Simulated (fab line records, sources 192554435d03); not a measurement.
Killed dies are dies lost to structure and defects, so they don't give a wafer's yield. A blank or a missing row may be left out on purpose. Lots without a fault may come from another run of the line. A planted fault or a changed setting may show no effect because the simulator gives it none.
Chamber matching | flow n5_finfet | N5_MOL_CONTACT_COAG_VIA_ETCH_117 on rie_diel-02: 4 sister chambers
The step etches SiO2 in C4F6/O2, target depth 40 nm, overetch 8 nm, time 26 s. 4 wafers are shown with their chamber, then 8 later ones without.

WAFERS WITH THEIR CHAMBER
wafer  | chamber | drypump_motor_current_A (A)
L080.2 | 0       | 5.71
L086.5 | 3       | 5.09
L086.6 | 2       | 5.49
L095.2 | 1       | 4.67

WAFERS WITHOUT THEIR CHAMBER
wafer  | drypump_motor_current_A (A)
L095.3 | 5.11
L095.6 | 5.69
L096.4 | 5.11
L096.5 | 5.09
L096.6 | 5.67
L097.1 | 5.08
L097.3 | 4.67
L097.6 | 5.52

WHICH CHAMBER EACH WENT THROUGH
wafer  | from the rows above | in truth
L095.3 | 3                   | 3
L095.6 | 0                   | 0
L096.4 | 3                   | 3
L096.5 | 3                   | 3
L096.6 | 0                   | 0
L097.1 | 3                   | 3
L097.3 | 1                   | 1
L097.6 | 2                   | 2
Placed correctly: 8 of 8. Can't be placed from these rows: 0. Placed wrongly: 0.
How it was worked out, from the rows above alone: a wafer's distance from a chamber is the root of the sum, over the readings, of the square of ((its reading less the chamber's mean) divided by the reading's scatter). The wafer belongs to the nearest chamber; if the next one is less than 2 further off, it can't be placed. A chamber's mean is the mean of its shown wafers. The scatter: with one shown wafer a chamber, the root of the mean of the squares of how far each hidden wafer lies from its nearest shown one.
